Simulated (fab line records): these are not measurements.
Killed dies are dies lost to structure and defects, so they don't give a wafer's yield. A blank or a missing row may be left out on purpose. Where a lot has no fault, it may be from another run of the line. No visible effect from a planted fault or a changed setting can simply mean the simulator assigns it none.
What tool caused it? + flow n5-finfet + 24 wafers from 8 lots sampled at 6 of the route's 1938 steps

WHAT EACH GAUGE READ, for each wafer
N5_BEOL_M4_RC_MEAS_101. Usual: DIBL_N 36.3 mV/V, standard deviation 1.4; DIBL_P 35.7 mV/V, standard deviation 1.5; IOFF_N 0.155 nA/um, standard deviation 0.022; IOFF_P 0.204 nA/um, standard deviation 0.027; ION_N 671 uA/um, standard deviation 9; ION_P 459 uA/um, standard deviation 6.2; SS_N 71.5 mV/dec, standard deviation 0.54; SS_P 73.1 mV/dec, standard deviation 0.56; VT_N 250.2 mV, standard deviation 2.6; VT_P -251 mV, standard deviation 3.3.
| lot  | measured     | on        | DIBL_N (mV/V)  | DIBL_P (mV/V)  | IOFF_N (nA/um)    | IOFF_P (nA/um)    | ION_N (uA/um) | ION_P (uA/um) | SS_N (mV/dec)  | SS_P (mV/dec)  | VT_N (mV)         | VT_P (mV)      | flag |
|------|--------------|-----------|----------------|----------------|-------------------|-------------------|---------------|---------------|----------------|----------------|-------------------|----------------|------|
| L260 | day 8 18:48  | prober-01 | 35.3 35.4 34.2 | 35.6 35.4 33.7 | 0.162 0.156 0.144 | 0.216 0.221 0.187 | 677 663 671   | 466 462 457   | 71.7 71.7 70.8 | 73.3 73.4 72.3 | 247.9 249.2 250.9 | -248 -249 -251 |      |
| L261 | day 8 21:08  | prober-02 | 35.0 36.4 38.2 | 34.9 36.8 38.8 | 0.137 0.176 0.212 | 0.171 0.195 0.222 | 663 682 686   | 453 464 456   | 70.7 71.5 71.1 | 72.3 73.4 73.6 | 250.8 245.6 243.2 | -255 -254 -252 |      |
| L262 | day 8 23:38  | prober-02 | 36.2 34.4 36.4 | 35.2 33.4 34.8 | 0.150 0.129 0.161 | 0.229 0.214 0.235 | 666 670 667   | 468 471 461   | 71.1 70.6 70.9 | 73.1 72.0 73.4 | 252.7 251.9 248.3 | -247 -250 -247 |      |
| L263 | day 9 00:10  | prober-01 | 37.8 35.7 36.8 | 37.2 35.6 37.0 | 0.193 0.148 0.185 | 0.243 0.210 0.239 | 674 670 691   | 465 464 470   | 71.1 70.6 71.4 | 74.0 73.3 73.5 | 246.9 250.1 247.2 | -246 -248 -246 |      |
| L264 | day 9 17:58  | prober-01 | 39.1 38.6 38.9 | 38.6 37.1 37.1 | 0.197 0.182 0.195 | 0.257 0.242 0.238 | 682 665 678   | 466 454 458   | 72.3 71.6 73.4 | 73.6 74.0 73.4 | 247.3 248.6 250.4 | -245 -246 -249 |      |
| L276 | day 12 10:29 | prober-01 | 34.1 35.0 35.4 | 33.5 34.6 34.6 | 0.119 0.131 0.138 | 0.174 0.185 0.192 | 666 664 677   | 457 457 462   | 71.0 71.2 71.6 | 72.7 72.9 73.0 | 253.2 252.5 250.7 | -252 -251 -251 |      |
| L278 | day 13 05:38 | prober-01 | 36.0 34.7 37.8 | 35.2 33.2 37.7 | 0.143 0.120 0.188 | 0.185 0.159 0.224 | 674 655 682   | 459 450 464   | 71.3 72.0 71.5 | 72.9 72.7 73.9 | 252.5 253.5 245.5 | -254 -254 -251 |      |
| L279 | day 13 06:14 | prober-02 | 37.1 36.2 37.1 | 36.6 35.7 37.5 | 0.183 0.157 0.176 | 0.232 0.210 0.248 | 679 667 677   | 465 458 468   | 71.5 71.2 71.0 | 72.9 72.2 73.3 | 246.5 250.3 246.7 | -248 -249 -245 |      |

WHAT TOOL EACH LOT RAN ON (gives the tool, then ch and the chambers of the sampled wafers, and finally the start)
| lot  | N5_DUMMY_GATE_PECVD_30         | N5_SD_EPI_N_ETCH_35               | N5_SD_ACTIVATION_RTA_00         | N5_ILD0_CMP_03               | N5_SDB_DESCUM_16                  |
|------|--------------------------------|-----------------------------------|---------------------------------|------------------------------|-----------------------------------|
| L260 | pecvd-01 ch 0,1,2, day 3 11:49 | rie-diel-03 ch 0,1,3, day 3 15:22 | rtp-anneal-02 ch 0, day 3 23:52 | cmp-04 ch 0,2,3, day 4 02:59 | rie-diel-03 ch 1,2,3, day 4 07:43 |
| L261 | pecvd-04 ch 0,1, day 3 15:54   | rie-diel-03 ch 1,2,3, day 3 18:52 | rtp-anneal-02 ch 0, day 4 03:04 | cmp-02 ch 1,2, day 4 07:02   | rie-diel-01 ch 0,1, day 4 11:50   |
| L262 | pecvd-01 ch 0,1,2, day 4 01:26 | rie-diel-05 ch 0,2,3, day 4 04:08 | rtp-anneal-02 ch 0, day 4 12:35 | cmp-02 ch 2,3, day 4 16:04   | rie-diel-05 ch 0,1,2, day 4 21:27 |
| L263 | pecvd-04 ch 0,1,2, day 4 03:15 | rie-diel-03 ch 1,3, day 4 05:59   | rtp-anneal-01 ch 0, day 4 14:33 | cmp-02 ch 0,1,2, day 4 17:57 | rie-diel-01 ch 0,1,3, day 4 22:36 |
| L264 | pecvd-04 ch 0,2, day 4 11:29   | rie-diel-03 ch 1,2,3, day 4 16:22 | rtp-anneal-02 ch 0, day 5 01:26 | cmp-02 ch 2,3, day 5 05:03   | rie-diel-03 ch 1,3, day 5 10:17   |
| L276 | pecvd-03 ch 0,2, day 7 09:13   | rie-diel-05 ch 0,1, day 7 12:02   | rtp-anneal-01 ch 0, day 7 20:35 | cmp-01 ch 0,2,3, day 7 23:45 | rie-diel-05 ch 0,1, day 8 04:03   |
| L278 | pecvd-01 ch 0,1,2, day 8 01:48 | rie-diel-03 ch 0,1,3, day 8 04:31 | rtp-anneal-01 ch 0, day 8 14:21 | cmp-02 ch 2,3, day 8 17:40   | rie-diel-01 ch 1,2, day 8 22:22   |
| L279 | pecvd-01 ch 0,2, day 8 06:29   | rie-diel-01 ch 1,2, day 8 09:27   | rtp-anneal-01 ch 0, day 8 19:05 | cmp-02 ch 0,1,3, day 8 22:37 | rie-diel-01 ch 0,1,2, day 9 03:18 |
- N5_DUMMY_GATE_PECVD_30: deposits SiO2 from TEOS/O2, target thk 55 nm, time 10.8 s.
- N5_SD_EPI_N_ETCH_35: etches SOC in N2/H2, overetch 108 nm, time 486 s.
- N5_SD_ACTIVATION_RTA_00: time 0 s.
- N5_ILD0_CMP_03: polishes, stops on SiNx, t overpolish 1.9 s, target thk 197.38 nm.
- N5_SDB_DESCUM_16: chemistry O2, time 7.9 s.

WHAT THE TOOLS THEMSELVES READ (means of the sampled wafers that have a number; where no wafer has one, the mark that the record gives instead)
N5_DUMMY_GATE_PECVD_30. Usual: chamber-pressure-Torr reads 6.501 Torr (standard deviation 0.014).
| lot  | tool     | chamber-pressure-Torr (Torr) | flag |
|------|----------|------------------------------|------|
| L260 | pecvd-01 | 6.508                        |      |
| L261 | pecvd-04 | 6.504                        |      |
| L262 | pecvd-01 | 6.488                        |      |
| L263 | pecvd-04 | 6.501                        |      |
| L264 | pecvd-04 | 6.496                        |      |
| L276 | pecvd-03 | 6.493                        |      |
| L278 | pecvd-01 | 6.513                        |      |
| L279 | pecvd-01 | 6.484                        |      |

N5_SD_EPI_N_ETCH_35. Usual: drypump-motor-current-A 5.8 A, standard deviation 0.48; oes-product-au 0.69 a.u., standard deviation 0.056; rf-fwd-power-W 2995 W, standard deviation 9.3; rf-vpp-V 241.2 V, standard deviation 1.4; showerhead-plenum-p-Torr 2.57 Torr, standard deviation 0.097; throttle-valve-pct 23.7 %, standard deviation 0.31.
| lot  | tool        | drypump-motor-current-A (A) | oes-product-au (a.u.) | rf-fwd-power-W (W) | rf-vpp-V (V) | showerhead-plenum-p-Torr (Torr) | throttle-valve-pct (%) | flag |
|------|-------------|-----------------------------|-----------------------|--------------------|--------------|---------------------------------|------------------------|------|
| L260 | rie-diel-03 | 6.1                         | 0.69                  | 2994               | 240.3        | 2.54                            | 23.4                   |      |
| L261 | rie-diel-03 | 6.2                         | 0.72                  | 2993               | 241.1        | 2.59                            | 23.6                   |      |
| L262 | rie-diel-05 | 5.6                         | 0.67                  | 2995               | 241.3        | 2.57                            | 23.9                   |      |
| L263 | rie-diel-03 | 5.9                         | 0.73                  | 2999               | 241.6        | 2.60                            | 23.2                   |      |
| L264 | rie-diel-03 | 6.2                         | 0.71                  | 2996               | 241.2        | 2.58                            | 23.6                   |      |
| L276 | rie-diel-05 | 5.5                         | 0.64                  | 3000               | 240.9        | 2.57                            | 23.9                   |      |
| L278 | rie-diel-03 | 6.1                         | 0.74                  | 2996               | 240.9        | 2.53                            | 23.4                   |      |
| L279 | rie-diel-01 | 5.9                         | 0.67                  | 2996               | 239.6        | 2.51                            | 23.6                   |      |

N5_SD_ACTIVATION_RTA_00. Usual: lamp-power-pct 8.95 %, standard deviation 0.051; wafer_temp_C_max 975.3, standard deviation 1.8.
| lot  | tool          | lamp-power-pct (%) | wafer_temp_C_max | flag |
|------|---------------|--------------------|------------------|------|
| L260 | rtp-anneal-02 | 8.95               | 975.0            |      |
| L261 | rtp-anneal-02 | 8.95               | 974.4            |      |
| L262 | rtp-anneal-02 | 8.92               | 976.9            |      |
| L263 | rtp-anneal-01 | 8.92               | 975.5            |      |
| L264 | rtp-anneal-02 | 8.93               | 976.6            |      |
| L276 | rtp-anneal-01 | 8.95               | 977.1            |      |
| L278 | rtp-anneal-01 | 8.96               | 974.6            |      |
| L279 | rtp-anneal-01 | 8.98               | 975.2            |      |

N5_ILD0_CMP_03. Usual: motor-current-A 12.0 A, standard deviation 1.2; overpolish-run-s 1.900 s, standard deviation 0.009; platen-rpm 51.79 rpm, standard deviation 0.033; time-to-endpoint-s 72 s, standard deviation 3.1.
| lot  | tool   | motor-current-A (A) | overpolish-run-s (s) | platen-rpm (rpm) | time-to-endpoint-s (s) | flag |
|------|--------|---------------------|----------------------|------------------|------------------------|------|
| L260 | cmp-04 | 11.8                | 1.902                | 51.81            | 69                     |      |
| L261 | cmp-02 | 11.6                | 1.904                | 51.79            | 73                     |      |
| L262 | cmp-02 | 11.4                | 1.904                | 51.77            | 71                     |      |
| L263 | cmp-02 | 12.2                | 1.901                | 51.79            | 76                     |      |
| L264 | cmp-02 | 11.1                | 1.904                | 51.79            | 76                     |      |
| L276 | cmp-01 | 11.4                | 1.903                | 51.78            | 73                     |      |
| L278 | cmp-02 | 11.7                | 1.899                | 51.81            | 71                     |      |
| L279 | cmp-02 | 13.1                | 1.901                | 51.81            | 70                     |      |

N5_SDB_DESCUM_16. Usual: drypump-motor-current-A 5.8 A, standard deviation 0.48; oes-product-au 0.78 a.u., standard deviation 0.076; rf-fwd-power-W 49.45 W, standard deviation 0.23; rf-vpp-V 243.6 V, standard deviation 1.5; showerhead-plenum-p-Torr 2.12 Torr, standard deviation 0.079; throttle-valve-pct 20.30 %, standard deviation 0.22.
| lot  | tool        | drypump-motor-current-A (A) | oes-product-au (a.u.) | rf-fwd-power-W (W) | rf-vpp-V (V) | showerhead-plenum-p-Torr (Torr) | throttle-valve-pct (%) | flag |
|------|-------------|-----------------------------|-----------------------|--------------------|--------------|---------------------------------|------------------------|------|
| L260 | rie-diel-03 | 6.2                         | 0.79                  | 49.55              | 243.9        | 2.13                            | 20.31                  |      |
| L261 | rie-diel-01 | 5.7                         | 0.72                  | 49.17              | 242.9        | 2.10                            | 20.19                  |      |
| L262 | rie-diel-05 | 5.9                         | 0.73                  | 49.52              | 244.0        | 2.11                            | 20.48                  |      |
| L263 | rie-diel-01 | 5.6                         | 0.77                  | 49.35              | 243.9        | 2.12                            | 20.14                  |      |
| L264 | rie-diel-03 | 5.9                         | 0.81                  | 49.48              | 243.8        | 2.15                            | 20.10                  |      |
| L276 | rie-diel-05 | 5.8                         | 0.70                  | 49.50              | 243.2        | 2.09                            | 20.50                  |      |
| L278 | rie-diel-01 | 5.6                         | 0.79                  | 49.40              | 243.2        | 2.14                            | 20.24                  |      |
| L279 | rie-diel-01 | 5.7                         | 0.83                  | 49.17              | 243.7        | 2.12                            | 20.09                  |      |

THE ANSWER, worked out from the rows above alone
Rule: lot off if the mean of its wafers having a number is beyond 3 standard deviations from the usual mean. A lot without any number at a reading at which 4 lots or more have one is off too. The other lots that the step has rows for count as sound. Order of review: gauges by route order, followed by the tools' own readings, for which a lot's mean as printed above is used. The first step at which some lot is off is used, and at that step the reading that is off furthest; a lot without a number counts as furthest.
Nothing can be told from this: no lot is off at any reading shown.

WHAT THE SIMULATOR HAD PUT IN
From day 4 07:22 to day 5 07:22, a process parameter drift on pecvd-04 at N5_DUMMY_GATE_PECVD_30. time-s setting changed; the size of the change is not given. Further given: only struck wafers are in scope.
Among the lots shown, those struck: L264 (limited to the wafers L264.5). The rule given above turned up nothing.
